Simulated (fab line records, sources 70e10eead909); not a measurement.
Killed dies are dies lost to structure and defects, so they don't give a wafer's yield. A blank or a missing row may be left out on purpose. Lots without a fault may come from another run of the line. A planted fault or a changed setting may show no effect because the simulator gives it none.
A struck lot beside a sound one | flow nand_harc | 15 steps out of a route of 1159
Sound: wafers L116.1, L116.2, L116.4. Struck: wafer L126.6. (L126.2, L126.4 of the same lot were not struck and are left out.) The cause comes at the end.
At each step with rows: each side's tool, then ch and its chambers, then its first start. Under that, the readings that differ: sound wafers | struck wafers | difference of the means | sigmas: that difference in standard deviations of wafers without a fault.
alike: readings whose means differ by less than 2 such deviations, and words and numbers that are the same on both sides. not compared: withheld readings, readings that some wafer has no value for, bounds like >300 that may hide the same value, and numbers for which the record gives no deviation and whose values overlap.
The two part at a step that has a row with sigmas, a row that says differs or no value, or rows on one side only. Numbers that don't overlap but have no deviation are shown without sigmas and don't part them. A reading that every wafer of one side lacks parts them only if that side has two wafers or more.

first, 7 steps without rows for these wafers: NHARC_P_CONTACT_COAT_34 (time 65 s); NHARC_P_CONTACT_COAT_06 (resist thk 90 nm); NHARC_P_CONTACT_SOFTBAKE_07 (time 55 s); NHARC_P_CONTACT_EBR_08; NHARC_P_CONTACT_EXPOSE_09 (exposes mask P CA, target cd 90 nm); NHARC_P_CONTACT_PEB_10 (peb time 65 s); NHARC_P_CONTACT_DEVELOP_11 (develop time 35 s).
NHARC_P_CONTACT_CD_MEAS_12: target cd 90 nm.
  sound on cd_sem-02 ch 0, day 6 14:01; struck on cd_sem-01 ch 0, day 8 20:01
  alike: cd_nm
NHARC_P_CONTACT_OVL_MEAS_13:
  sound on overlay-02, day 6 14:07; struck on overlay-01, day 8 20:07
  alike: overlay_x_nm, overlay_y_nm
NHARC_P_CONTACT_INSPECT_14:
  sound on defect_inspect-01, day 6 14:08; struck on defect_inspect-01, day 8 20:08
  reading          | sound | struck | difference | sigmas
  raw_defect_count | 7 7 1 | 0      | -5         | -2
NHARC_P_CONTACT_DESCUM_17: chemistry O2, time 3 s.
  sound on rie_diel-04 ch 0,1,3, day 6 14:12; struck on rie_diel-04 ch 3, day 8 20:13
  reading                     | sound       | struck | difference | sigmas
  drypump_motor_current_A (A) | 5.0 6.5 5.3 | 6.6    | +1.0       | +2
  alike: oes_product_au, rf_vpp_V, showerhead_plenum_p_Torr, throttle_valve_pct
  not compared: rf_hours_counter_h
NHARC_P_CONTACT_ETCH_35: etches the open film in CF4, target depth 39 nm, time 65 s.
  sound on rie_diel-04 ch 1,2,3, day 6 14:17; struck on rie_diel-04 ch 2, day 8 20:18
  alike: drypump_motor_current_A, oes_product_au, rf_vpp_V, run_length_s, showerhead_plenum_p_Torr, throttle_valve_pct
  not compared: rf_hours_counter_h
NHARC_P_CONTACT_ETCH_36: etches the open film in N2/H2, target depth 260 nm, time 406.25 s.
  sound on rie_diel-04 ch 0,1,2, day 6 14:25; struck on rie_diel-04 ch 2, day 8 20:25
  reading          | sound             | struck | difference | sigmas
  run_length_s (s) | 428.0 427.6 427.5 | 320.7  | -107.0     | -99 or more
  alike: drypump_motor_current_A, oes_product_au, rf_vpp_V, showerhead_plenum_p_Torr, throttle_valve_pct
  not compared: rf_hours_counter_h
NHARC_P_CONTACT_ETCH_18: etches the open film in C4F8/O2/Ar, target depth 481 nm, time 240.5 s.
  sound on rie_diel-04 ch 1,2,3; struck on rie_diel-04 ch 3
  reading               | sound             | struck | difference | sigmas
  oes_product_au (a.u.) | 0.969 0.989 0.966 | 0.935  | -0.040     | -2
  alike: rf_vpp_V, run_length_s
  not compared: rf_hours_counter_h
-- the record jumps here: 16 days lie between the struck wafers' starts before and after (it left off in module P_CONTACT and takes up again in module END, whose first step shown is number 1159 of the route) --
NHARC_END_SORT_01:
  the record has rows for the struck wafers here (prober-01 ch 0, day 25 07:09) and none for the sound ones

WHERE THEY PART
First at NHARC_P_CONTACT_INSPECT_14; last, within this record, at NHARC_END_SORT_01.

WHY: what the simulator had put in
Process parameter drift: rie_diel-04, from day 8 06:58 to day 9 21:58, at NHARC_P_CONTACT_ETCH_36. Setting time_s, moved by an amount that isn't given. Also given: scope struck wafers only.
